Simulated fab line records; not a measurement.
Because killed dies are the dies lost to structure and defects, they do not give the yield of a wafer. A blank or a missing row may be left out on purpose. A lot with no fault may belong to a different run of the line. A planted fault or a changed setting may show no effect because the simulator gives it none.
fab line records    flow nandHarc
record: lots: 24  wafers: 72  lastDay: 33
route steps=1302 shown A_WL_FILL@965 A_CONTACT@986
lots that met no fault: taken from a fault-free run of the same line
startH: start of the lot's first displayed wafer, in hours after the record's first day    waitH: hours from the lot's prior step to this one    " as in the row above    L1.1+2: one row covering several wafers at once    - either no value or no given start    * or withheld: withheld    < > ~ a bound
route shown NAME@n: names a module that has steps shown in the file, with the first one's number in the route    usual: average and standard deviation across the fault-free wafers    same: alike in all rows    chamber/n: place in a boat    sites: the reading at each site    _std_site: the values' standard deviation    _edge_site: the outer-site mean with the inner-site mean subtracted    radiusMm: for every site, how far away it sits from the centre of the wafer    mask NAME#n: copy n    behind: the last tool/chamber to shape the wafer    hold: cause of the lot's hold/its duration in hours/its outcome    device: names the non-switching transistor (n, p or np)    end of line: tests run on the same wafers once the route is complete    a step with no rows: only its recipe    killed: dies lost to structure and defects at the first sort, not the wafer's yield    map: the dies of a wafer, with x for killed, . for not killed, _ for no die there
set.NAME: the setting that was run; set.NAME@STEP: the one run at that earlier step    model.NAME: the simulator's own value behind a step, which no gauge read
the route's steps for a sample of lots (tables are steps, rows are wafers)
services: the hour from which a tool's chamber was out of use, counted from the record's first day as startH (under 0 if before that day), plus the number of hours and why
== steps ==
step: NHARC_A_WL_FILL_ALD_10
recipe: targetThkA: 500  pulseTimeS: 10  aldCycles: 500  tempC: 300  material: SiO2
usual: heaterPowerW: 454/41  precursorPulseHeightRel: 1.002/0.018
same: aldCycles: 500
lot.wafer  tool      chamber  startH  waitH  heaterPowerW  precursorPulseHeightRel
L074.3     aldHk-04  1        460.07  1.6    429           1.016
L074.6     "         2        "       "      477           1.013
L074.5     "         3        "       "      405           0.977
L076.3     aldHk-03  2        479.24  0.1    448           1.003
L076.1     "         3        480.26  1.1    402           0.999
L076.6     "         2        483.34  4.2    455           0.988
L075.1     aldHk-02  3        479.75  0.6    502           0.993
L075.2     "         0        "       "      525           1.014
L075.5     "         3        481.78  2.6    488           1.018
L079.2     aldHk-02  0        514.17  0.6    516           0.978
L079.3     "         2        515.20  1.6    425           0.993
L079.5     "         3        "       "      488           0.989
L077.1     aldHk-03  3        514.17  0.6    395           1.013
L077.5     "         2        515.71  2.1    462           0.980
L077.6     "         3        "       "      388           0.996
L078.4     aldHk-04  3        516.74  3.1    408           0.958
L078.2     "         0        "       "      494           1.011
L078.5     "         3        518.77  5.2    392           0.976
L080.4     aldHk-04  3        532.88  0.6    414           0.996
L080.5     "         2        534.40  2.1    490           0.995
L080.6     "         3        "       "      417           0.984
L082.4     aldHk-03  1        547.45  0.0    429           0.992
L082.6     "         1        549.52  2.1    442           0.997
L082.5     "         2        "       "      451           0.997
L081.1     aldHk-04  0        551.91  0.1    494           1.018
L081.3     "         1        "       "      429           0.991
L081.2     "         2        "       "      488           1.034
L084.3     aldHk-03  1        570.34  1.1    435           1.043
L084.2     "         2        "       "      445           1.019
L084.6     "         3        "       "      414           1.018
L083.3     aldHk-02  1        571.45  2.2    519           1.005
L083.5     "         1        573.53  4.3    509           1.019
L083.6     "         2        "       "      403           0.987
L085.4     aldHk-04  0        585.78  1.1    494           0.994
L085.1     "         1        "       "      436           0.999
L085.6     "         3        587.32  2.6    401           1.021
L086.2     aldHk-03  0        589.75  0.1    455           0.981
L086.1     "         2        590.77  1.1    446           0.982
L086.6     "         1        592.31  2.6    434           0.995
L087.3     aldHk-03  0        600.98  0.1    451           0.994
L087.4     "         1        "       "      446           0.997
L087.1     "         3        602.52  1.6    390           1.007
L088.4     aldHk-04  0        601.45  0.6    497           0.997
L088.1     "         1        "       "      431           0.985
L088.2     "         2        "       "      486           1.005
L089.3     aldHk-03  0        618.62  1.8    454           1.002
L089.2     "         2        619.64  2.8    457           1.009
L089.6     "         0        620.67  3.8    438           0.995
L091.4     aldHk-02  0        621.13  0.3    516           1.017
L091.1     "         3        622.66  1.8    520           1.009
L091.6     "         0        "       "      495           0.992
L090.3     aldHk-02  1        630.24  1.1    518           1.021
L090.6     "         3        631.27  2.1    509           0.984
L090.5     "         0        "       "      508           0.987
L092.2     aldHk-02  2        651.43  0.1    401           1.029
L092.3     "         0        652.46  1.1    502           1.002
L092.5     "         2        653.50  2.1    390           1.021
L093.1     aldHk-03  1        652.47  1.1    443           0.984
L093.4     "         2        "       "      452           0.967
L093.5     "         0        654.02  2.6    461           0.991
L094.3     aldHk-02  0        660.72  0.6    489           0.991
L094.1     "         2        661.73  1.6    403           1.026
L094.5     "         3        "       "      508           1.017
L096.1     aldHk-04  0        677.91  0.1    484           0.996
L096.4     "         2        678.95  1.1    456           1.035
L096.5     "         0        679.99  2.1    490           1.024
L095.4     aldHk-03  1        678.43  0.6    444           1.033
L095.2     "         3        679.48  1.6    392           1.002
L095.5     "         0        "       "      456           0.983
L097.3     aldHk-04  0        696.14  0.1    474           0.988
L097.2     "         1        "       "      415           0.995
L097.6     "         0        698.21  2.1    490           1.020
step: NHARC_A_CONTACT_DEP_29
recipe: targetThkA: 1000  targetThkNm: 100  tempC: 400  pressureTorr: 3.5  flowSccm: 200  rfW: 350  material: SiON
usual: heaterPowerW: 746/120
lot.wafer  tool      chamber  startH  waitH  heaterPowerW
L074.3     pecvd-01  1        475.55  2.1    798
L074.6     "         2        "       "      616
L074.5     "         0        "       "      587
L075.2     pecvd-04  1        500.08  2.8    566
L075.1     "         2        "       "      616
L075.5     "         1        "       "      583
L076.1     pecvd-02  2        502.17  3.6    828
L076.3     "         0        "       "      757
L076.6     "         1        "       "      853
L079.2     pecvd-02  1        530.82  2.8    898
L079.3     "         2        "       "      809
L079.5     "         1        "       "      850
L077.1     pecvd-01  0        531.51  3.6    620
L077.6     "         2        "       "      639
L077.5     "         0        "       "      625
L078.2     pecvd-04  0        532.36  2.9    697
L078.5     "         0        "       "      732
L078.4     "         1        "       "      619
L080.5     pecvd-04  2        548.67  0.8    631
L080.4     "         0        "       "      723
L080.6     "         1        "       "      625
L082.5     pecvd-01  2        566.21  0.8    626
L082.6     "         0        "       "      664
L082.4     "         1        "       "      862
L081.2     pecvd-04  1        572.17  2.9    513
L081.3     "         2        "       "      699
L081.1     "         0        "       "      836
L083.3     pecvd-04  1        585.45  2.2    570
L083.6     "         0        "       "      810
L083.5     "         2        "       "      700
L084.3     pecvd-04  2        586.13  2.1    706
L084.2     "         1        "       "      564
L084.6     "         0        "       "      768
L085.1     pecvd-01  2        601.84  4.2    687
L085.4     "         2        "       "      705
L085.6     "         1        "       "      815
L086.2     pecvd-01  1        606.14  3.1    829
L086.1     "         2        "       "      585
L086.6     "         0        "       "      578
L087.1     pecvd-02  0        617.06  3.6    843
L087.3     "         1        "       "      961
L087.4     "         2        "       "      895
L088.2     pecvd-01  1        618.30  2.9    900
L088.1     "         2        "       "      709
L088.4     "         0        "       "      705
L091.1     pecvd-01  2        637.05  3.6    697
L091.6     "         2        "       "      705
L091.4     "         0        "       "      665
L089.3     pecvd-02  2        637.17  2.1    862
L089.2     "         1        "       "      990
L089.6     "         2        "       "      894
L090.3     pecvd-04  1        645.29  2.2    556
L090.6     "         0        "       "      723
L090.5     "         2        "       "      691
L092.3     pecvd-02  2        668.76  2.2    791
L092.2     "         1        "       "      945
L092.5     "         1        "       "      952
L093.1     pecvd-02  2        669.18  3.6    886
L093.5     "         1        "       "      894
L093.4     "         2        "       "      911
L094.1     pecvd-02  2        676.16  3.6    934
L094.3     "         1        "       "      924
L094.5     "         1        "       "      930
L096.1     pecvd-02  1        693.94  3.6    892
L096.4     "         0        "       "      822
L096.5     "         1        "       "      905
L095.2     pecvd-01  0        694.02  2.9    602
L095.4     "         2        "       "      693
L095.5     "         1        "       "      858
L097.3     pecvd-04  1        713.06  2.2    657
L097.2     "         0        "       "      804
L097.6     "         1        "       "      670
step: NHARC_A_CONTACT_ETCH_51
recipe: targetDepthA: 70000  overEtchFrac: 0.3  timeS: 1820  ionEnergyEv: 150  o2FlowSccm: 400  cosFlowSccm: 20  arFlowSccm: 0  rfW: 500  biasW: 300  chemistry: O2/COS
usual: drypumpMotorCurrentA: 5.7/0.49  oesProductAu: 1.001/0.012  rfVppV: 312.8/2.1  showerheadPlenumPTorr: 3.03/0.14  throttleValvePct: 28.330/0.0089
lot.wafer  tool        chamber  startH  waitH  drypumpMotorCurrentA  oesProductAu  rfHoursCounterH  rfVppV  showerheadPlenumPTorr  throttleValvePct
L074.3     rieDiel-12  2        -       -      6.0                   0.990         12               316.4   3.33                   28.337
L074.5     "           0        "       "      5.6                   1.016         -                313.3   3.15                   28.343
L074.6     "           1        "       "      5.6                   0.992         -                312.4   2.96                   28.327
L075.2     rieDiel-12  2        -       -      6.0                   0.992         19               316.9   3.33                   28.316
L075.1     "           1        "       "      5.6                   0.996         17               313.0   2.96                   28.339
L075.5     "           3        "       "      5.1                   1.017         -                314.3   3.13                   28.327
L076.3     rieDiel-12  1        -       -      5.6                   0.995         17               312.9   2.96                   28.338
L076.1     "           2        "       "      6.0                   0.995         20               317.6   3.33                   28.323
L076.6     "           0        "       "      5.6                   1.012         -                313.1   3.14                   28.340
L079.3     rieDiel-12  2        -       -      6.0                   0.994         30               315.8   3.32                   28.336
L079.2     "           3        "       "      5.1                   1.016         29               314.1   3.12                   28.333
L079.5     "           2        "       "      6.0                   0.991         -                317.8   3.32                   28.351
L077.1     rieDiel-13  2        -       -      6.4                   0.999         1                311.6   3.00                   28.337
L077.6     "           0        "       "      5.0                   1.013         -                311.9   2.90                   28.330
L077.5     "           1        "       "      6.2                   0.995         -                309.6   2.90                   28.335
L078.4     rieDiel-12  3        -       -      5.1                   1.005         30               313.9   3.12                   28.330
L078.2     "           0        "       "      5.6                   1.022         29               314.3   3.14                   28.324
L078.5     "           2        "       "      6.0                   0.994         -                315.2   3.32                   28.309
L080.4     rieDiel-13  0        -       -      5.0                   1.007         3                310.5   2.90                   28.335
L080.6     "           3        "       "      5.6                   0.999         -                312.2   2.98                   28.332
L080.5     "           0        "       "      5.0                   0.998         -                311.7   2.90                   28.335
L082.4     rieDiel-13  3        -       -      5.5                   0.999         7                312.8   2.97                   28.346
L082.5     "           0        "       "      5.0                   1.000         -                311.7   2.90                   28.328
L082.6     "           1        "       "      6.2                   0.985         -                310.4   2.89                   28.336
L081.1     rieDiel-13  0        -       -      5.0                   1.006         9                310.3   2.90                   28.339
L081.3     "           2        "       "      6.4                   1.008         8                311.1   3.00                   28.339
L081.2     "           3        "       "      5.5                   0.997         9                310.7   2.97                   28.322
L083.3     rieDiel-13  1        -       -      6.2                   0.983         12               311.8   2.89                   28.328
L083.6     "           1        "       "      6.2                   0.981         -                311.0   2.89                   28.327
L083.5     "           2        "       "      6.4                   0.992         -                311.1   3.00                   28.333
L084.3     rieDiel-13  3        -       -      5.5                   1.003         10               311.2   2.97                   28.334
L084.2     "           1        "       "      6.2                   0.983         13               311.8   2.89                   28.321
L084.6     "           0        "       "      5.0                   1.002         -                310.1   2.90                   28.320
L085.4     rieDiel-13  1        -       -      6.2                   0.991         15               310.8   2.89                   28.333
L085.1     "           0        "       "      5.0                   1.012         17               310.0   2.90                   28.331
L085.6     "           1        "       "      6.2                   0.999         -                311.6   2.89                   28.322
L086.1     rieDiel-02  1        -       -      6.0                   1.024         7                313.8   3.12                   28.317
L086.2     "           3        "       "      5.3                   1.021         5                311.4   2.92                   28.322
L086.6     "           0        "       "      6.1                   0.996         -                313.0   3.08                   28.333
L087.3     rieDiel-02  0        -       -      6.1                   0.992         10               313.5   3.08                   28.337
L087.1     "           2        "       "      5.7                   0.995         11               310.5   2.92                   28.329
L087.4     "           3        "       "      5.2                   1.027         8                312.4   2.92                   28.320
L088.1     rieDiel-13  1        -       -      6.2                   1.011         18               309.3   2.89                   28.332
L088.2     "           2        "       "      6.4                   0.996         18               311.1   3.00                   28.336
L088.4     "           3        "       "      5.5                   1.006         16               312.4   2.97                   28.339
L091.1     rieDiel-13  1        -       -      6.2                   1.014         24               312.2   2.89                   28.316
L091.4     "           3        "       "      5.5                   1.002         21               312.7   2.97                   28.333
L091.6     "           2        "       "      6.4                   1.000         -                311.2   2.99                   28.327
L089.3     rieDiel-12  0        -       -      5.6                   1.021         2                313.7   3.12                   28.311
L089.2     "           1        "       "      5.6                   0.992         2                311.6   2.93                   28.332
L089.6     "           0        "       "      5.6                   1.022         -                314.3   3.12                   28.330
L090.3     rieDiel-13  0        -       -      5.0                   1.013         27               311.5   2.89                   28.327
L090.5     "           3        "       "      5.5                   1.007         -                310.7   2.97                   28.327
L090.6     "           0        "       "      5.0                   1.003         -                310.6   2.89                   28.317
L092.2     rieDiel-12  3        -       -      5.1                   0.994         11               315.5   3.10                   28.327
L092.3     "           0        "       "      5.6                   1.016         13               315.2   3.11                   28.317
L092.5     "           0        "       "      5.6                   1.009         -                314.3   3.11                   28.324
L093.4     rieDiel-13  1        -       -      6.2                   1.006         30               310.5   2.88                   28.322
L093.1     "           2        "       "      6.4                   0.987         31               311.9   2.99                   28.325
L093.5     "           0        "       "      5.0                   1.010         -                311.1   2.89                   28.326
L094.3     rieDiel-12  0        -       -      5.6                   1.020         15               315.2   3.11                   28.326
L094.1     "           3        "       "      5.1                   0.986         14               312.8   3.10                   28.336
L094.5     "           1        "       "      5.5                   1.005         -                310.1   2.93                   28.330
L096.1     rieDiel-13  2        -       -      6.4                   1.000         36               313.4   2.99                   28.329
L096.4     "           0        "       "      5.0                   1.000         37               310.3   2.89                   28.328
L096.5     "           2        "       "      6.4                   0.986         -                313.0   2.99                   28.334
L095.4     rieDiel-12  1        -       -      5.5                   0.998         21               311.1   2.93                   28.335
L095.2     "           2        "       "      6.0                   0.990         20               315.9   3.29                   28.318
L095.5     "           2        "       "      6.0                   0.992         -                316.0   3.30                   28.331
L097.2     rieDiel-13  2        -       -      6.5                   1.018         1                313.1   2.99                   28.336
L097.3     "           3        "       "      5.5                   1.008         2                311.7   2.96                   28.329
L097.6     "           1        "       "      6.2                   0.997         -                316.6   3.37                   28.330
step: NHARC_A_CONTACT_ETCH_111
recipe: sourceW: withheld  pressureMtorr: 20  biasV: withheld  timeS: 140  targetDepthA: 7000  arFlowSccm: withheld  c4f8FlowSccm: withheld  o2FlowSccm: withheld  chemistry: C4F8/O2/Ar
lot.wafer  tool           chamber  startH  waitH  rfHoursCounterH
L074.3     harCapEtch-02  0        478.78  -      -
L074.5     "              0        "       "      -
L074.6     "              1        "       "      -
L075.1     harCapEtch-03  1        502.95  -      43
L075.2     "              0        "       "      43
L075.5     "              1        "       "      -
L076.1     harCapEtch-02  1        504.77  -      87
L076.3     "              1        "       "      -
L076.6     "              0        "       "      -
L079.2     harCapEtch-01  1        533.56  -      2
L079.3     "              0        "       "      -
L079.5     "              1        "       "      -
L077.1     harCapEtch-02  1        534.12  -      91
L077.5     "              0        "       "      -
L077.6     "              1        "       "      -
L078.2     harCapEtch-03  0        535.11  -      48
L078.4     "              0        "       "      -
L078.5     "              0        "       "      -
L080.4     harCapEtch-01  0        551.38  -      -
L080.5     "              0        "       "      -
L080.6     "              1        "       "      -
L082.4     harCapEtch-03  1        568.96  -      -
L082.6     "              0        "       "      -
L082.5     "              1        "       "      -
L081.1     harCapEtch-02  1        574.85  -      98
L081.2     "              0        "       "      98
L081.3     "              0        "       "      -
L083.3     harCapEtch-02  0        588.64  -      -
L083.5     "              1        "       "      -
L083.6     "              0        "       "      -
L084.2     harCapEtch-01  1        589.76  -      13
L084.3     "              1        "       "      -
L084.6     "              1        "       "      -
L085.1     harCapEtch-03  1        604.60  -      60
L085.4     "              1        "       "      -
L085.6     "              0        "       "      -
L086.1     harCapEtch-03  1        608.85  -      63
L086.2     "              0        "       "      63
L086.6     "              1        "       "      -
L087.1     harCapEtch-01  1        619.80  -      18
L087.3     "              0        "       "      -
L087.4     "              1        "       "      -
L088.1     harCapEtch-03  1        621.04  -      65
L088.2     "              0        "       "      65
L088.4     "              1        "       "      -
L091.1     harCapEtch-02  1        639.80  -      111
L091.4     "              1        "       "      -
L091.6     "              0        "       "      -
L089.2     harCapEtch-01  0        640.00  -      23
L089.3     "              1        "       "      -
L089.6     "              1        "       "      -
L090.3     harCapEtch-03  0        647.97  -      -
L090.5     "              1        "       "      -
L090.6     "              0        "       "      -
L092.2     harCapEtch-02  0        671.53  -      117
L092.3     "              1        "       "      -
L092.5     "              0        "       "      -
L093.1     harCapEtch-01  0        671.88  -      28
L093.4     "              0        "       "      -
L093.5     "              1        "       "      -
L094.1     harCapEtch-03  1        678.93  -      77
L094.3     "              0        "       "      -
L094.5     "              1        "       "      -
L096.1     harCapEtch-03  0        696.65  -      81
L096.4     "              0        "       "      -
L096.5     "              0        "       "      -
L095.2     harCapEtch-02  1        696.73  -      122
L095.4     "              0        "       "      -
L095.5     "              1        "       "      -
L097.2     harCapEtch-02  0        715.70  -      124
L097.3     "              0        "       "      -
L097.6     "              1        "       "      -
step: NHARC_A_CONTACT_ETCH_114
recipe: sourceW: withheld  pressureMtorr: 20  biasV: 3000  timeS: 190  targetDepthA: 18500  arFlowSccm: withheld  c4f8FlowSccm: withheld  o2FlowSccm: withheld  chemistry: C4F8/O2/Ar
lot.wafer  tool           chamber  startH  waitH  rfHoursCounterH
L074.3     harCapEtch-02  0        479.31  0.1    -
L074.5     "              0        "       "      -
L074.6     "              1        "       "      -
L075.1     harCapEtch-03  1        503.49  0.1    43
L075.2     "              0        "       "      43
L075.5     "              1        "       "      -
L076.1     harCapEtch-02  1        505.32  0.1    88
L076.3     "              1        "       "      -
L076.6     "              0        "       "      -
L079.2     harCapEtch-01  1        534.10  0.1    2
L079.3     "              0        "       "      -
L079.5     "              1        "       "      -
L077.1     harCapEtch-02  1        534.66  0.1    91
L077.5     "              0        "       "      -
L077.6     "              1        "       "      -
L078.2     harCapEtch-03  0        535.64  0.1    49
L078.4     "              0        "       "      -
L078.5     "              0        "       "      -
L080.4     harCapEtch-01  0        551.91  0.1    -
L080.5     "              0        "       "      -
L080.6     "              1        "       "      -
L082.4     harCapEtch-03  1        569.49  0.1    -
L082.6     "              0        "       "      -
L082.5     "              1        "       "      -
L081.1     harCapEtch-02  1        575.40  0.1    99
L081.2     "              0        "       "      99
L081.3     "              0        "       "      -
L083.3     harCapEtch-02  0        589.17  0.1    -
L083.5     "              1        "       "      -
L083.6     "              0        "       "      -
L084.2     harCapEtch-01  1        590.29  0.1    13
L084.3     "              1        "       "      -
L084.6     "              1        "       "      -
L085.1     harCapEtch-03  1        605.14  0.1    61
L085.4     "              1        "       "      -
L085.6     "              0        "       "      -
L086.1     harCapEtch-03  1        609.58  0.2    63
L086.2     "              0        "       "      63
L086.6     "              1        "       "      -
L087.1     harCapEtch-01  1        620.34  0.1    18
L087.3     "              0        "       "      -
L087.4     "              1        "       "      -
L088.1     harCapEtch-03  1        621.59  0.1    65
L088.2     "              0        "       "      65
L088.4     "              1        "       "      -
L091.1     harCapEtch-02  1        640.34  0.1    112
L091.4     "              1        "       "      -
L091.6     "              0        "       "      -
L089.2     harCapEtch-01  0        640.71  0.2    23
L089.3     "              1        "       "      -
L089.6     "              1        "       "      -
L090.3     harCapEtch-03  0        648.49  0.1    -
L090.5     "              1        "       "      -
L090.6     "              0        "       "      -
L092.2     harCapEtch-02  0        672.06  0.1    117
L092.3     "              1        "       "      -
L092.5     "              0        "       "      -
L093.1     harCapEtch-01  0        672.42  0.1    29
L093.4     "              0        "       "      -
L093.5     "              1        "       "      -
L094.1     harCapEtch-03  1        679.47  0.1    78
L094.3     "              0        "       "      -
L094.5     "              1        "       "      -
L096.1     harCapEtch-03  0        697.19  0.1    82
L096.4     "              0        "       "      -
L096.5     "              0        "       "      -
L095.2     harCapEtch-02  1        697.27  0.1    122
L095.4     "              0        "       "      -
L095.5     "              1        "       "      -
L097.2     harCapEtch-02  0        716.23  0.1    125
L097.3     "              0        "       "      -
L097.6     "              1        "       "      -
step: NHARC_A_CONTACT_ETCH_116
recipe: sourceW: withheld  pressureMtorr: 20  biasV: 3000  timeS: 190  targetDepthA: 18500  arFlowSccm: withheld  c4f8FlowSccm: withheld  o2FlowSccm: withheld  chemistry: C4F8/O2/Ar
lot.wafer  tool           chamber  startH  waitH  rfHoursCounterH
L074.3     harCapEtch-02  0        479.65  0.1    -
L074.5     "              0        "       "      -
L074.6     "              1        "       "      -
L075.1     harCapEtch-03  1        503.83  0.1    44
L075.2     "              0        "       "      44
L075.5     "              1        "       "      -
L076.1     harCapEtch-02  1        505.66  0.1    88
L076.3     "              1        "       "      -
L076.6     "              0        "       "      -
L079.2     harCapEtch-01  1        534.44  0.1    3
L079.3     "              0        "       "      -
L079.5     "              1        "       "      -
L077.1     harCapEtch-02  1        535.00  0.1    92
L077.5     "              0        "       "      -
L077.6     "              1        "       "      -
L078.2     harCapEtch-03  0        535.99  0.1    49
L078.4     "              0        "       "      -
L078.5     "              0        "       "      -
L080.4     harCapEtch-01  0        552.25  0.1    -
L080.5     "              0        "       "      -
L080.6     "              1        "       "      -
L082.4     harCapEtch-03  1        569.83  0.1    -
L082.6     "              0        "       "      -
L082.5     "              1        "       "      -
L081.1     harCapEtch-02  1        575.74  0.1    99
L081.2     "              0        "       "      99
L081.3     "              0        "       "      -
L083.3     harCapEtch-02  0        589.51  0.1    -
L083.5     "              1        "       "      -
L083.6     "              0        "       "      -
L084.2     harCapEtch-01  1        590.64  0.1    13
L084.3     "              1        "       "      -
L084.6     "              1        "       "      -
L085.1     harCapEtch-03  1        605.48  0.1    61
L085.4     "              1        "       "      -
L085.6     "              0        "       "      -
L086.1     harCapEtch-03  1        610.04  0.2    63
L086.2     "              0        "       "      63
L086.6     "              1        "       "      -
L087.1     harCapEtch-01  1        620.68  0.1    19
L087.3     "              0        "       "      -
L087.4     "              1        "       "      -
L088.1     harCapEtch-03  1        621.93  0.1    66
L088.2     "              0        "       "      66
L088.4     "              1        "       "      -
L091.1     harCapEtch-02  1        640.68  0.1    112
L091.4     "              1        "       "      -
L091.6     "              0        "       "      -
L089.2     harCapEtch-01  0        641.17  0.2    24
L089.3     "              1        "       "      -
L089.6     "              1        "       "      -
L090.3     harCapEtch-03  0        648.84  0.1    -
L090.5     "              1        "       "      -
L090.6     "              0        "       "      -
L092.2     harCapEtch-02  0        672.41  0.1    117
L092.3     "              1        "       "      -
L092.5     "              0        "       "      -
L093.1     harCapEtch-01  0        672.76  0.1    29
L093.4     "              0        "       "      -
L093.5     "              1        "       "      -
L094.1     harCapEtch-03  1        679.81  0.1    78
L094.3     "              0        "       "      -
L094.5     "              1        "       "      -
L096.1     harCapEtch-03  0        697.53  0.1    82
L096.4     "              0        "       "      -
L096.5     "              0        "       "      -
L095.2     harCapEtch-02  1        697.62  0.1    123
L095.4     "              0        "       "      -
L095.5     "              1        "       "      -
L097.2     harCapEtch-02  0        716.58  0.1    125
L097.3     "              0        "       "      -
L097.6     "              1        "       "      -
== services ==
tool           chamber  startH  hours  kind
harCapEtch-02  -        442.70  2.4    repair
rieDiel-12     -        446.70  9.0    pm
pecvd-04       -        450.15  13.0   pm
rieDiel-13     2        462.56  6.2    repair
rieDiel-13     3        487.99  21.8   repair
pecvd-01       -        492.00  13.0   pm
rieDiel-13     0        493.55  1.6    repair
harCapEtch-01  -        497.00  17.0   pm
aldHk-02       -        530.86  10.0   pm
rieDiel-13     -        540.47  0.6    repair
pecvd-04       -        575.74  1.2    repair
pecvd-02       -        589.38  13.0   pm
pecvd-04       -        596.02  11.9   repair
rieDiel-13     1        608.78  9.6    repair
aldHk-04       -        611.47  10.0   pm
rieDiel-12     -        617.72  0.5    repair
rieDiel-12     -        623.70  9.0    pm
pecvd-04       -        631.15  13.0   pm
pecvd-01       -        673.00  13.0   pm
rieDiel-13     -        696.17  9.0    pm
rieDiel-12     2        702.20  9.0    repair
pecvd-01       0        706.46  5.2    repair
harCapEtch-02  -        709.41  0.2    repair
aldHk-02       -        709.89  10.0   pm
== key ==
fault none
